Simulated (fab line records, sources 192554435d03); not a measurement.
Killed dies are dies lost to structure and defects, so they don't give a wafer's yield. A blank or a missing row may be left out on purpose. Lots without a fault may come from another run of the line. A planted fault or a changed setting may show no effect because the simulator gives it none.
fab line records | flow n5_finfet
record lots=24 wafers=72 last_day=17
route steps=1938 shown HKMG_FIN@412 GATE_CUT@475
lots that met no fault: from a run of the same line without faults
start_h: hours from the record's first day to the start of the lot's first wafer shown | wait_h: hours since the lot's step before | " the same as in the row above | L1.1+2: a row that stands for several wafers | - no value, or no start given | * or withheld: withheld | < > ~ a bound
route shown NAME@n: a module of which the file shows steps, and the number in the route of the first | usual: mean/standard deviation of fault-free wafers | same: alike in all rows | chamber/n: place in a boat | sites: the reading at each site | _std_site: their standard deviation | _edge_site: outer sites' mean less inner sites' | radius_mm: how far each site lies from the wafer's centre | mask NAME#n: copy n | behind: the tool/chamber that last shaped the wafer | hold: why the lot was held/for how many hours/how that ended | device: the transistor (n, p or np) that didn't switch | end of line: the same wafers' tests at the end of the route | a step without rows: its recipe alone | killed: dies lost to structure and defects at the first sort, not the wafer's yield | map: a wafer's dies, x killed, . not, _ none there
set.NAME: the setting as run; set.NAME@STEP: as run at that earlier step | model.NAME: the simulator's own value behind a step, which no gauge read
steps of the route over a sample of lots; a table a step, a row a wafer
services: from which hour (start_h, from the record's first day; less than 0 if before it) a tool's chamber was out of use, for how many hours, and why
## steps
# step N5_HKMG_FIN_ALD_79
# recipe material=TiN target_thk_a=15 temp_c=400 ald_precursor_family=TiCl4 ald_co_reactant=NH3 pulse_time_s=1 purge_time_s=3 co_reactant_purge_time_s=2 co_reactant_pulse_time_s=2 ald_cycles=68 pressure_torr=3
# usual heater_power_w=885/57 precursor_pulse_height_rel=0.998/0.021
# columns lot.wafer tool chamber start_h wait_h heater_power_w precursor_pulse_height_rel
L074.1 ald_metal-03 1 71.09 0.0 954 1.023
L074.3 " 2 " " 923 1.001
L074.5 " 0 " " 914 1.003
L075.2 ald_metal-02 3 81.64 0.0 823 1.004
L075.4 " 2 " " 803 0.996
L075.6 " 1 " " 969 1.016
L076.2 ald_metal-02 2 88.13 0.2 819 0.958
L076.4 " 2 " " 796 1.007
L076.6 " 3 " " 825 0.993
L077.1 ald_metal-02 3 93.29 0.0 828 0.993
L077.2 " 2 " " 813 1.018
L077.6 " 1 " " 976 0.982
L078.1 ald_metal-01 0 100.21 0.0 935 0.996
L078.4 " 3 " " 791 0.974
L078.6 " 1 " " 919 1.001
L079.1 ald_metal-02 3 103.89 0.0 824 1.020
L079.2 " 2 " " 800 1.023
L079.3 " 0 " " 826 0.986
L080.1 ald_metal-01 1 109.03 0.0 919 0.995
L080.5 " 1 " " 910 0.985
L080.6 " 3 " " 800 0.972
L081.1 ald_metal-03 1 117.47 0.0 944 0.982
L081.5 " 0 " " 895 0.996
L081.6 " 1 " " 939 0.980
L082.1 ald_metal-02 0 121.99 0.0 835 1.026
L082.3 " 1 " " 979 0.986
L082.5 " 0 " " 839 1.019
L083.1 ald_metal-02 0 128.71 0.0 834 0.995
L083.2 " 3 " " 822 1.037
L083.5 " 1 " " 976 0.996
L084.1 ald_metal-03 3 133.22 0.0 918 0.972
L084.3 " 1 " " 916 1.003
L084.4 " 2 " " 869 1.010
L085.1 ald_metal-03 3 141.51 0.0 905 1.008
L085.2 " 1 " " 934 1.009
L085.6 " 2 " " 906 0.984
L086.1 ald_metal-03 1 148.64 0.0 931 1.022
L086.3 " 0 " " 907 0.984
L086.5 " 2 " " 897 0.967
L087.1 ald_metal-02 0 151.47 0.0 825 1.033
L087.2 " 1 " " 962 1.033
L087.3 " 3 " " 808 1.018
L088.3 ald_metal-03 1 158.30 0.0 934 1.007
L088.5 " 1 " " 950 1.001
L088.6 " 2 " " 909 0.976
L089.1 ald_metal-03 2 163.13 0.0 885 1.034
L089.2 " 3 " " 909 0.978
L089.5 " 1 " " 947 1.029
L090.2 ald_metal-03 1 168.23 0.0 926 1.005
L090.4 " 3 " " 911 0.989
L090.6 " 0 " " 906 0.988
L091.1 ald_metal-01 2 174.84 0.0 825 0.994
L091.2 " 1 " " 939 1.031
L091.6 " 3 " " 819 0.994
L092.1 ald_metal-02 0 179.73 0.0 811 0.979
L092.2 " 1 " " 946 0.973
L092.3 " 2 " " 802 0.991
L093.1 ald_metal-03 1 190.80 0.0 914 1.022
L093.2 " 2 " " 885 0.970
L093.3 " 0 " " 890 1.028
L094.2 ald_metal-01 2 194.38 0.0 839 0.985
L094.3 " 0 " " 943 0.981
L094.5 " 3 " " 786 1.012
L095.1 ald_metal-02 1 200.05 0.0 955 0.985
L095.3 " 0 " " 817 1.008
L095.6 " 1 " " 992 0.995
L096.2 ald_metal-01 2 207.38 0.0 836 0.956
L096.3 " 0 " " 929 0.977
L096.6 " 1 " " 944 0.988
L097.1 ald_metal-03 0 210.07 0.0 898 1.040
L097.3 " 2 " " 887 0.975
L097.6 " 1 " " 924 1.001
# step N5_HKMG_FIN_ETCH_67
# recipe chemistry=N2/H2 target=SOC target_depth_a=3889 stop_on=TiN ion_energy_ev=100 bias_w=61 pressure_mtorr=30 source_w=850 n2_flow_sccm=200 h2_flow_sccm=200
# usual drypump_motor_current_A=5.8/0.42 oes_product_au=0.75/0.077 rf_vpp_V=241.4/1.2 showerhead_plenum_p_Torr=2.59/0.083 throttle_valve_pct=17.82/0.22
# columns lot.wafer tool chamber start_h wait_h drypump_motor_current_A oes_product_au rf_hours_counter_h rf_vpp_V showerhead_plenum_p_Torr throttle_valve_pct
L074.1 rie_diel-05 1 75.73 - 5.2 0.72 211 240.4 2.63 18.09
L074.3 " 2 " " 6.3 0.86 60 242.9 2.70 17.65
L074.5 " 2 " " 6.3 0.85 - 242.2 2.70 17.65
L075.2 rie_diel-04 0 86.37 - 6.0 0.69 242 239.5 2.52 18.01
L075.4 " 1 " " 5.1 0.71 194 241.6 2.62 18.04
L075.6 " 3 " " 5.4 0.69 - 240.2 2.49 17.74
L076.2 rie_diel-05 2 92.59 - 6.3 0.84 66 242.1 2.69 17.65
L076.4 " 0 " " 6.1 0.77 161 241.9 2.65 17.57
L076.6 " 0 " " 6.0 0.77 - 243.0 2.65 17.58
L077.1 rie_diel-05 3 97.80 - 5.6 0.67 238 240.2 2.42 18.19
L077.2 " 2 " " 6.3 0.83 68 242.3 2.69 17.67
L077.6 " 0 " " 6.1 0.76 - 241.5 2.65 17.59
L078.1 rie_diel-05 0 104.69 - 6.1 0.76 166 242.4 2.65 17.60
L078.4 " 1 " " 5.2 0.72 222 242.8 2.62 18.12
L078.6 " 2 " " 6.3 0.84 - 242.3 2.69 17.69
L079.1 rie_diel-06 3 108.21 - 5.8 0.75 164 240.3 2.54 17.99
L079.2 " 0 " " 5.7 0.78 104 241.7 2.57 17.61
L079.3 " 1 " " 6.1 0.69 200 241.2 2.50 17.68
L080.1 rie_diel-06 0 113.44 - 5.7 0.78 106 239.4 2.57 17.62
L080.5 " 1 " " 6.2 0.69 - 242.6 2.50 17.68
L080.6 " 0 " " 5.7 0.77 - 239.5 2.57 17.62
L081.1 rie_diel-04 3 121.95 - 5.4 0.68 244 238.7 2.49 17.72
L081.5 " 1 " " 5.1 0.71 - 240.6 2.61 18.06
L081.6 " 3 " " 5.4 0.68 - 240.5 2.49 17.74
L082.1 rie_diel-06 1 126.80 - 6.1 0.69 208 241.5 2.49 17.70
L082.3 " 2 " " 6.1 0.76 150 241.6 2.69 17.62
L082.5 " 3 " " 5.8 0.75 - 242.9 2.54 18.00
L083.1 rie_diel-05 2 133.24 - 6.3 0.82 82 241.9 2.69 17.67
L083.2 " 1 " " 5.2 0.71 234 241.4 2.62 18.15
L083.5 " 2 " " 6.3 0.83 - 242.4 2.69 17.69
L084.1 rie_diel-06 3 137.80 - 5.8 0.74 176 241.6 2.53 18.02
L084.3 " 2 " " 6.1 0.76 153 241.9 2.68 17.62
L084.4 " 1 " " 6.1 0.68 211 239.8 2.49 17.70
L085.1 rie_diel-04 1 146.03 - 5.1 0.70 217 242.4 2.61 18.07
L085.2 " 3 " " 5.4 0.68 255 239.3 2.48 17.77
L085.6 " 2 " " 4.8 0.67 - 241.6 2.61 18.26
L086.1 rie_diel-06 2 153.72 - 6.1 0.76 159 241.3 2.68 17.63
L086.3 " 0 " " 5.7 0.76 122 240.4 2.56 17.64
L086.5 " 2 " " 6.1 0.77 - 240.8 2.68 17.64
L087.1 rie_diel-05 3 156.06 - 5.6 0.95 3 242.9 2.74 17.80
L087.2 " 2 " " 6.3 0.82 90 241.2 2.68 17.71
L087.3 " 0 " " 6.1 0.74 186 243.0 2.64 17.63
L088.3 rie_diel-05 2 162.61 - 6.3 0.82 93 243.0 2.68 17.71
L088.5 " 2 " " 6.4 0.82 - 242.9 2.68 17.70
L088.6 " 3 " " 5.6 0.93 - 243.7 2.74 17.82
L089.1 rie_diel-06 1 167.54 - 6.1 0.69 222 239.7 2.49 17.72
L089.2 " 3 " " 5.8 0.73 187 239.5 2.53 18.02
L089.5 " 0 " " 5.7 0.76 - 241.5 2.56 17.64
L090.2 rie_diel-06 2 172.61 - 6.1 0.75 166 242.4 2.68 17.63
L090.4 " 1 " " 6.1 0.67 224 240.4 2.49 17.71
L090.6 " 0 " " 5.7 0.75 - 242.1 2.56 17.64
L091.1 rie_diel-05 2 179.57 - 6.3 0.81 99 243.0 2.68 17.72
L091.2 " 3 " " 5.6 0.91 11 241.1 2.73 17.82
L091.6 " 2 " " 6.3 0.81 - 242.5 2.68 17.71
L092.1 rie_diel-04 1 184.21 - 5.1 0.69 233 242.2 2.60 18.10
L092.2 " 0 " " 5.9 0.92 14 239.4 2.51 17.68
L092.3 " 3 " " 5.4 0.94 5 239.1 2.48 17.37
L093.1 rie_diel-06 2 195.23 - 6.1 0.74 172 243.2 2.68 17.64
L093.2 " 3 " " 5.8 0.73 197 240.0 2.52 18.04
L093.3 " 0 " " 5.7 0.75 137 241.2 2.55 17.67
L094.2 rie_diel-04 1 198.85 - 5.1 0.69 238 241.4 2.60 18.13
L094.3 " 2 " " 4.8 0.66 246 242.8 2.61 18.30
L094.5 " 1 " " 5.1 0.69 - 243.8 2.60 18.11
L095.1 rie_diel-06 2 204.52 - 6.1 0.74 176 241.7 2.67 17.65
L095.3 " 0 " " 5.7 0.74 141 240.7 2.55 17.67
L095.6 " 1 " " 6.1 0.67 - 241.3 2.48 17.76
L096.2 rie_diel-05 2 212.11 - 6.3 0.80 110 242.4 2.67 17.74
L096.3 " 3 " " 5.6 0.88 24 242.8 2.73 17.84
L096.6 " 2 " " 6.3 0.80 - 242.1 2.67 17.72
L097.1 rie_diel-06 3 215.06 - 5.8 0.72 205 242.7 2.52 18.05
L097.3 " 2 " " 6.1 0.74 180 243.7 2.67 17.68
L097.6 " 2 " " 6.1 0.74 - 242.4 2.67 17.66
# step N5_HKMG_FIN_W_FILL_22
# recipe material=W target_thk_a=600 temp_c=400 pressure_torr=39.4 time_s=18.2
# usual heater_power_w=869/93 throttle_valve_pct=18.8/0.74
# columns lot.wafer tool chamber start_h wait_h heater_power_w throttle_valve_pct
L074.1 cvd_w-01 1 76.91 0.0 1039 19.2
L074.3 " 1 " " 1047 19.6
L074.5 " 0 " " 838 19.7
L075.2 cvd_w-01 0 87.66 0.0 863 19.8
L075.4 " 1 " " 1039 19.3
L075.6 " 0 " " 858 19.8
L076.2 cvd_w-01 1 93.75 0.0 1071 19.3
L076.4 " 1 " " 1051 19.3
L076.6 " 1 " " 1046 19.3
L077.1 cvd_w-01 1 98.97 0.0 1071 19.4
L077.2 " 0 " " 846 19.8
L077.6 " 1 " " 1059 19.2
L078.1 cvd_w-02 0 106.06 0.1 805 17.9
L078.4 " 0 " " 790 17.9
L078.6 " 0 " " 813 17.6
L079.1 cvd_w-02 0 109.50 0.0 810 17.7
L079.2 " 1 " " 830 18.3
L079.3 " 1 " " 810 18.3
L080.1 cvd_w-01 1 114.61 0.0 1103 19.2
L080.5 " 1 " " 1063 19.3
L080.6 " 0 " " 848 19.8
L081.1 cvd_w-02 1 123.11 0.0 825 18.9
L081.5 " 0 " " 798 17.7
L081.6 " 1 " " 815 18.5
L082.1 cvd_w-01 0 127.98 0.0 854 19.6
L082.3 " 1 " " 1056 19.4
L082.5 " 0 " " 877 19.8
L083.1 cvd_w-02 0 134.40 0.0 802 18.0
L083.2 " 1 " " 813 18.8
L083.5 " 1 " " 817 18.5
L084.1 cvd_w-02 1 138.97 0.0 819 18.6
L084.3 " 0 " " 815 18.1
L084.4 " 1 " " 831 18.6
L085.1 cvd_w-02 1 147.20 0.0 823 18.6
L085.2 " 0 " " 834 17.7
L085.6 " 1 " " 796 18.4
L086.1 cvd_w-02 0 154.94 0.0 817 18.0
L086.3 " 1 " " 813 18.7
L086.5 " 1 " " 842 18.5
L087.1 cvd_w-01 0 157.29 0.1 882 19.8
L087.2 " 0 " " 846 19.7
L087.3 " 0 " " 857 19.7
L088.3 cvd_w-02 0 163.80 0.0 804 18.2
L088.5 " 0 " " 812 18.1
L088.6 " 1 " " 831 18.5
L089.1 cvd_w-02 1 168.82 0.0 810 18.4
L089.2 " 0 " " 793 17.8
L089.5 " 0 " " 811 18.1
L090.2 cvd_w-01 1 173.78 0.0 1088 19.4
L090.4 " 0 " " 857 19.8
L090.6 " 1 " " 1065 19.6
L091.1 cvd_w-01 0 180.74 0.0 865 19.8
L091.2 " 1 " " 1094 19.2
L091.6 " 1 " " 1091 19.3
L092.1 cvd_w-02 1 185.38 0.0 828 18.7
L092.2 " 0 " " 818 17.9
L092.3 " 1 " " 835 18.8
L093.1 cvd_w-02 0 196.40 0.0 804 18.0
L093.2 " 1 " " 821 18.6
L093.3 " 1 " " 803 18.5
L094.2 cvd_w-02 1 200.01 0.0 821 19.0
L094.3 " 1 " " 835 18.7
L094.5 " 0 " " 804 18.0
L095.1 cvd_w-02 1 205.68 0.0 794 18.8
L095.3 " 0 " " 803 18.1
L095.6 " 0 " " 817 17.8
L096.2 cvd_w-02 0 213.29 0.0 815 17.8
L096.3 " 0 " " 813 17.9
L096.6 " 1 " " 807 18.5
L097.1 cvd_w-01 0 216.23 0.0 843 20.0
L097.3 " 1 " " 1058 19.5
L097.6 " 0 " " 837 19.8
# step N5_HKMG_FIN_CMP_94
# recipe stop_on=SiNx post_cmp_clean=w_dilute_nh4oh t_overpolish_s=4.7 down_force_psi=4 platen_rpm=50.289 pad_velocity_m_s=1.0006 target_thk_nm=43.299
# usual motor_current_A=12.4/1.3 platen_rpm=50.29/0.036
# columns lot.wafer tool chamber start_h wait_h motor_current_A platen_rpm
L074.1 cmp-02 2 77.52 0.3 14.0 50.32
L074.3 " 3 " " 11.6 50.28
L074.5 " 1 " " 13.6 50.34
L075.2 cmp-01 2 88.28 0.3 11.1 50.31
L075.4 " 0 " " 14.3 50.30
L075.6 " 2 " " 11.1 50.35
L076.2 cmp-01 0 94.34 0.4 14.6 50.34
L076.4 " 1 " " 12.7 50.27
L076.6 " 1 " " 11.8 50.25
L077.2 cmp-04 2 99.61 0.3 11.5 50.31
L077.1 " 3 " " 12.5 50.30
L077.6 " 0 " " 12.5 50.27
L078.1 cmp-01 3 106.70 0.3 11.7 50.30
L078.4 " 1 " " 12.1 50.24
L078.6 " 2 " " 10.4 50.29
L079.1 cmp-01 0 110.09 0.4 15.0 50.29
L079.3 " 1 " " 11.4 50.31
L079.2 " 2 " " 10.5 50.31
L080.1 cmp-04 3 115.28 0.2 11.6 50.23
L080.5 " 0 " " 12.1 50.26
L080.6 " 1 " " 12.9 50.31
L081.1 cmp-02 3 123.73 0.3 11.2 50.26
L081.5 " 2 " " 13.6 50.33
L081.6 " 3 " " 11.2 50.23
L082.3 cmp-04 1 128.57 0.4 13.6 50.30
L082.1 " 2 " " 11.5 50.31
L082.5 " 1 " " 13.4 50.31
L083.2 cmp-02 2 134.99 0.4 13.5 50.25
L083.1 " 3 " " 10.8 50.30
L083.5 " 3 " " 11.0 50.30
L084.1 cmp-01 3 139.55 0.4 11.1 50.32
L084.4 " 0 " " 15.4 50.30
L084.3 " 2 " " 10.3 50.27
L085.1 cmp-02 1 147.79 0.4 11.9 50.28
L085.2 " 2 " " 14.2 50.26
L085.6 " 2 " " 13.4 50.25
L086.1 cmp-04 0 155.56 0.3 12.5 50.32
L086.3 " 1 " " 13.3 50.23
L086.5 " 3 " " 12.3 50.30
L087.3 cmp-02 1 157.91 0.4 12.5 50.31
L087.1 " 3 " " 11.6 50.26
L087.2 " 0 " " 13.3 50.32
L088.3 cmp-01 2 164.38 0.4 10.6 50.31
L088.6 " 2 " " 10.4 50.33
L088.5 " 3 " " 11.5 50.24
L089.2 cmp-02 1 169.44 0.4 12.8 50.24
L089.1 " 2 " " 13.8 50.32
L089.5 " 1 " " 12.2 50.23
L090.2 cmp-02 2 174.37 0.4 13.3 50.29
L090.4 " 3 " " 11.3 50.34
L090.6 " 2 " " 13.8 50.27
L091.1 cmp-02 1 181.39 0.4 12.8 50.29
L091.2 " 2 " " 13.4 50.32
L091.6 " 1 " " 12.2 50.35
L092.3 cmp-01 0 186.00 0.3 15.3 50.36
L092.1 " 1 " " 11.6 50.26
L092.2 " 2 " " 10.6 50.35
L093.3 cmp-02 0 197.02 0.4 13.5 50.30
L093.2 " 1 " " 13.0 50.32
L093.1 " 3 " " 11.3 50.22
L094.3 cmp-01 3 200.63 0.3 11.8 50.25
L094.2 " 1 " " 12.4 50.24
L094.5 " 3 " " 11.6 50.32
L095.1 cmp-01 0 206.27 0.4 14.5 50.31
L095.3 " 1 " " 11.5 50.38
L095.6 " 0 " " 15.0 50.34
L096.2 cmp-01 3 213.94 0.3 11.1 50.34
L096.3 " 0 " " 14.8 50.28
L096.6 " 1 " " 11.8 50.26
L097.1 cmp-01 1 216.82 0.4 11.5 50.28
L097.3 " 2 " " 10.4 50.31
L097.6 " 1 " " 12.1 50.27
# step N5_GATE_CUT_CMP_02
# recipe stop_on=SiO2 t_overpolish_s=12.7 post_cmp_clean=alkaline_brush down_force_psi=2.5 platen_rpm=51.8 pad_velocity_m_s=1.0307 target_thk_nm=0
# usual motor_current_A=9.4/1 overpolish_run_s=12.700/0.0097 platen_rpm=51.80/0.039 time_to_endpoint_s=24/3.4
# columns lot.wafer tool chamber start_h wait_h motor_current_A overpolish_run_s platen_rpm time_to_endpoint_s
L074.1 cmp-02 0 80.74 0.1 10.0 12.704 51.71 28
L074.3 " 1 " " 9.4 12.705 51.84 29
L074.5 " 1 " " 9.1 12.702 51.84 30
L075.2 cmp-01 3 91.91 0.1 8.9 12.694 51.80 26
L075.4 " 1 " " 9.0 12.710 51.81 24
L075.6 " 2 " " 8.0 12.691 51.75 20
L076.2 cmp-03 1 97.53 0.1 10.4 12.706 51.78 27
L076.4 " 2 " " 10.5 12.716 51.82 25
L076.6 " 1 " " 10.6 12.702 51.85 27
L077.2 cmp-01 0 103.31 0.1 10.6 12.682 51.83 20
L077.1 " 1 " " 9.3 12.685 51.79 25
L077.6 " 3 " " 8.6 12.708 51.85 27
L078.1 cmp-02 2 109.85 0.1 10.4 12.693 51.72 24
L078.4 " 0 " " 10.2 12.699 51.81 27
L078.6 " 1 " " 9.4 12.713 51.81 28
L079.2 cmp-03 2 113.50 0.1 10.0 12.702 51.79 20
L079.3 " 3 " " 10.1 12.705 51.78 25
L079.1 " 0 " " 9.4 12.692 51.76 20
L080.1 cmp-01 3 118.84 0.2 8.5 12.702 51.85 27
L080.5 " 0 " " 11.1 12.699 51.72 20
L080.6 " 1 " " 8.8 12.696 51.78 26
L081.1 cmp-01 3 127.20 0.1 8.2 12.689 51.86 24
L081.6 " 3 " " 8.5 12.683 51.79 24
L081.5 " 0 " " 10.2 12.715 51.82 18
L082.3 cmp-01 1 132.15 0.1 8.3 12.696 51.71 24
L082.1 " 2 " " 7.5 12.690 51.84 25
L082.5 " 3 " " 8.3 12.694 51.76 28
L083.1 cmp-02 1 138.14 0.1 9.0 12.695 51.79 25
L083.2 " 3 " " 8.4 12.679 51.78 21
L083.5 " 1 " " 9.7 12.702 51.76 24
L084.3 cmp-03 3 143.88 0.1 10.1 12.704 51.75 30
L084.4 " 0 " " 9.0 12.691 51.79 20
L084.1 " 1 " " 10.6 12.688 51.82 25
L085.2 cmp-03 3 151.02 0.1 10.7 12.690 51.86 27
L085.1 " 0 " " 9.6 12.717 51.73 20
L085.6 " 2 " " 10.0 12.707 51.84 19
L086.3 cmp-01 2 158.67 0.1 7.9 12.719 51.81 25
L086.1 " 3 " " 8.1 12.696 51.80 27
L086.5 " 2 " " 7.8 12.707 51.79 27
L087.3 cmp-01 2 161.34 0.1 7.7 12.716 51.79 26
L087.2 " 3 " " 8.2 12.698 51.80 27
L087.1 " 1 " " 9.1 12.696 51.76 27
L088.3 cmp-03 2 167.57 0.1 10.2 12.689 51.78 18
L088.5 " 1 " " 10.6 12.698 51.81 25
L088.6 " 2 " " 10.4 12.697 51.75 20
L089.1 cmp-02 2 172.87 0.1 10.3 12.690 51.73 22
L089.2 " 0 " " 10.3 12.694 51.84 27
L089.5 " 2 " " 9.8 12.706 51.82 26
L090.2 cmp-02 0 177.51 0.1 9.8 12.701 51.85 27
L090.4 " 3 " " 8.6 12.709 51.81 23
L090.6 " 1 " " 9.2 12.707 51.81 29
L091.2 cmp-02 2 184.53 0.1 10.3 12.684 51.86 25
L091.1 " 3 " " 8.2 12.689 51.74 25
L091.6 " 2 " " 10.0 12.698 51.81 26
L092.1 cmp-01 0 189.16 0.1 11.2 12.691 51.80 21
L092.2 " 1 " " 9.1 12.695 51.82 25
L092.3 " 2 " " 7.7 12.696 51.80 21
L093.3 cmp-02 2 200.18 0.1 10.5 12.708 51.79 26
L093.1 " 0 " " 10.1 12.701 51.79 26
L093.2 " 1 " " 9.1 12.703 51.78 29
L094.3 cmp-01 3 203.85 0.1 8.6 12.712 51.86 28
L094.2 " 0 " " 10.9 12.702 51.82 22
L094.5 " 2 " " 7.7 12.701 51.82 25
L095.1 cmp-01 2 209.44 0.1 8.1 12.711 51.85 23
L095.3 " 0 " " 11.2 12.706 51.83 22
L095.6 " 3 " " 8.8 12.706 51.85 29
L096.3 cmp-02 0 217.42 0.1 9.5 12.717 51.84 23
L096.2 " 1 " " 9.6 12.702 51.75 27
L096.6 " 3 " " 8.2 12.698 51.79 20
L097.3 cmp-03 3 220.42 0.1 10.2 12.700 51.89 34
L097.1 " 2 " " 10.4 12.705 51.83 22
L097.6 " 3 " " 10.8 12.686 51.80 33
# step N5_GATE_CUT_ETCH_28
# recipe chemistry=N2/H2 target=underlayer target_depth_a=130 mask_material=CAR-EUV time_s=10.4 ion_energy_ev=200 pressure_mtorr=30 source_w=840 bias_w=150 n2_flow_sccm=200 h2_flow_sccm=200 ends=cleared
# usual drypump_motor_current_A=5.8/0.36 etch_rf_on_time_s=10.3/0.4 oes_product_au=0.64/0.047 rf_vpp_V=523.1/2.4 showerhead_plenum_p_Torr=2.52/0.085 throttle_valve_pct=17.92/0.25
# columns lot.wafer tool chamber start_h wait_h drypump_motor_current_A etch_rf_on_time_s oes_product_au rf_hours_counter_h rf_vpp_V showerhead_plenum_p_Torr throttle_valve_pct
L074.1 rie_diel-03 2 82.14 0.0 6.0 9.8 0.63 220 521.3 2.38 18.02
L074.3 " 3 " " 5.8 10.1 0.65 161 519.6 2.41 17.64
L074.5 " 1 " " 6.3 10.3 0.68 - 527.0 2.65 18.14
L075.2 rie_diel-01 2 92.83 0.0 6.3 10.2 0.68 127 520.3 2.47 18.02
L075.4 " 0 " " 5.7 10.0 0.62 212 522.7 2.52 17.68
L075.6 " 2 " " 6.3 10.1 0.69 - 521.0 2.47 18.04
L076.2 rie_diel-03 2 98.44 0.0 6.0 9.8 0.62 224 519.3 2.38 18.04
L076.4 " 1 " " 6.3 10.1 0.68 143 526.6 2.65 18.16
L076.6 " 2 " " 6.0 9.8 0.62 - 521.1 2.38 18.03
L077.1 rie_diel-01 3 104.22 0.0 5.4 11.2 0.62 148 523.8 2.54 17.85
L077.2 " 0 " " 5.6 10.0 0.62 216 522.1 2.51 17.67
L077.6 " 3 " " 5.4 11.2 0.62 - 523.6 2.54 17.87
L078.1 rie_diel-02 0 110.64 0.0 6.3 10.7 0.63 177 523.7 2.56 18.53
L078.4 " 2 " " 5.1 10.1 0.61 175 524.2 2.53 17.98
L078.6 " 2 " " 5.1 10.2 0.61 - 523.8 2.53 18.00
L079.1 rie_diel-01 0 114.32 0.0 5.7 10.1 0.61 219 522.7 2.51 17.70
L079.2 " 3 " " 5.5 11.2 0.61 151 522.3 2.54 17.86
L079.3 " 1 " " 5.5 10.1 0.65 167 523.9 2.53 17.90
L080.1 rie_diel-03 2 119.76 0.0 6.0 9.9 0.61 231 519.4 2.38 18.05
L080.5 " 2 " " 6.0 9.9 0.61 - 518.7 2.38 18.03
L080.6 " 3 " " 5.7 10.1 0.64 - 521.1 2.40 17.64
L081.1 rie_diel-03 3 128.03 0.0 5.7 10.1 0.65 176 521.0 2.40 17.65
L081.5 " 3 " " 5.8 10.0 0.64 - 520.4 2.40 17.66
L081.6 " 2 " " 6.0 9.8 0.61 - 518.5 2.38 18.05
L082.1 rie_diel-03 1 132.90 0.0 6.3 10.1 0.67 153 525.9 2.64 18.16
L082.3 " 3 " " 5.8 10.1 0.64 177 520.0 2.40 17.64
L082.5 " 2 " " 6.0 9.8 0.61 - 519.2 2.38 18.06
L083.1 rie_diel-02 3 139.16 0.0 5.4 10.4 0.71 78 523.7 2.56 17.40
L083.2 " 1 " " 5.8 10.3 0.83 10 522.6 2.49 17.52
L083.5 " 2 " " 5.1 10.1 0.61 - 524.7 2.53 18.00
L084.1 rie_diel-02 2 144.73 0.0 5.1 10.0 0.61 186 522.6 2.53 18.02
L084.3 " 0 " " 6.3 10.5 0.63 188 523.0 2.55 18.55
L084.4 " 3 " " 5.4 10.6 0.69 79 525.8 2.56 17.40
L085.1 rie_diel-03 0 151.80 0.0 5.7 11.1 0.60 176 527.4 2.64 17.81
L085.2 " 1 " " 6.3 10.4 0.66 159 526.9 2.64 18.18
L085.6 " 2 " " 6.0 10.0 0.60 - 519.5 2.37 18.07
L086.1 rie_diel-01 0 159.52 0.0 5.6 9.9 0.61 232 522.7 2.51 17.70
L086.3 " 2 " " 6.3 10.2 0.67 145 521.4 2.46 18.05
L086.5 " 2 " " 6.3 10.3 0.67 - 520.7 2.46 18.08
L087.1 rie_diel-01 1 162.18 0.0 5.5 10.0 0.63 182 523.6 2.52 17.94
L087.2 " 2 " " 6.3 10.2 0.67 146 519.1 2.46 18.07
L087.3 " 0 " " 5.7 9.9 0.61 233 523.4 2.51 17.69
L088.3 rie_diel-03 0 168.37 0.0 5.7 11.0 0.61 181 526.6 2.64 17.84
L088.5 " 1 " " 6.2 10.3 0.65 - 526.3 2.64 18.19
L088.6 " 2 " " 6.0 10.1 0.59 - 518.9 2.37 18.06
L089.1 rie_diel-02 1 173.70 0.0 5.8 10.2 0.80 20 522.8 2.48 17.55
L089.2 " 0 " " 6.2 10.6 0.62 196 523.4 2.55 18.54
L089.5 " 2 " " 5.1 10.1 0.61 - 523.5 2.53 18.02
L090.2 rie_diel-02 2 178.66 0.0 5.1 9.9 0.61 196 522.3 2.53 18.03
L090.4 " 1 " " 5.8 10.2 0.80 22 522.5 2.48 17.53
L090.6 " 3 " " 5.4 10.2 0.70 - 524.5 2.56 17.44
L091.1 rie_diel-03 3 185.49 0.0 5.8 10.0 0.63 193 520.8 2.39 17.69
L091.2 " 0 " " 5.7 10.9 0.61 186 525.8 2.63 17.86
L091.6 " 3 " " 5.8 10.0 0.63 - 520.3 2.39 17.70
L092.1 rie_diel-03 1 189.94 0.0 6.3 10.3 0.65 171 525.6 2.64 18.20
L092.2 " 3 " " 5.7 10.1 0.63 195 521.8 2.39 17.68
L092.3 " 0 " " 5.7 10.8 0.61 188 526.2 2.63 17.84
L093.1 rie_diel-03 1 201.00 0.0 6.3 10.4 0.63 175 524.9 2.63 18.20
L093.2 " 3 " " 5.8 10.0 0.63 199 519.9 2.39 17.69
L093.3 " 0 " " 5.7 11.1 0.60 192 525.7 2.63 17.84
L094.2 rie_diel-01 3 204.90 0.0 5.5 11.2 0.60 176 524.3 2.53 17.91
L094.3 " 1 " " 5.5 10.1 0.63 196 523.5 2.51 17.98
L094.5 " 3 " " 5.5 11.2 0.60 - 523.9 2.53 17.91
L095.1 rie_diel-01 3 210.69 0.0 5.4 11.1 0.60 179 523.8 2.53 17.90
L095.3 " 1 " " 5.5 10.2 0.62 198 523.4 2.51 17.97
L095.6 " 3 " " 5.4 11.1 0.60 - 524.9 2.53 17.90
L096.2 rie_diel-01 1 218.30 0.0 5.5 10.1 0.62 201 523.3 2.51 17.99
L096.3 " 3 " " 5.5 11.1 0.61 182 521.9 2.53 17.91
L096.6 " 1 " " 5.5 10.1 0.62 - 523.6 2.51 17.98
L097.1 rie_diel-01 2 221.25 0.0 6.2 10.2 0.66 166 519.6 2.45 18.10
L097.3 " 3 " " 5.4 11.1 0.60 183 522.5 2.53 17.92
L097.6 " 1 " " 5.5 10.0 0.63 - 522.9 2.51 17.98
## services
# columns tool chamber start_h hours kind
rie_diel-01 2 53.35 6.5 repair
rie_diel-06 1 80.31 8.1 repair
cmp-02 - 81.43 4.0 pm
rie_diel-06 0 81.71 7.0 repair
ald_metal-02 0 85.73 13.7 repair
rie_diel-06 3 86.99 2.4 repair
rie_diel-06 2 88.53 27.7 repair
cvd_w-02 - 89.51 1.7 repair
rie_diel-01 2 96.68 7.6 repair
cvd_w-02 1 105.65 3.2 repair
cvd_w-01 - 117.98 0.5 repair
cmp-02 - 118.62 3.4 pm
cvd_w-02 - 125.47 6.9 pm
rie_diel-01 0 137.19 2.4 repair
cmp-01 - 144.82 1.6 repair
cvd_w-01 1 151.55 11.5 repair
ald_metal-02 2 158.74 5.2 repair
cmp-01 - 171.34 4.0 pm
cvd_w-02 1 171.82 5.9 repair
rie_diel-01 3 176.74 8.3 repair
cvd_w-01 1 201.24 14.7 repair
cmp-02 - 202.83 2.3 repair
rie_diel-06 0 207.22 4.4 repair
cmp-01 - 211.66 0.2 repair
## key
fault none
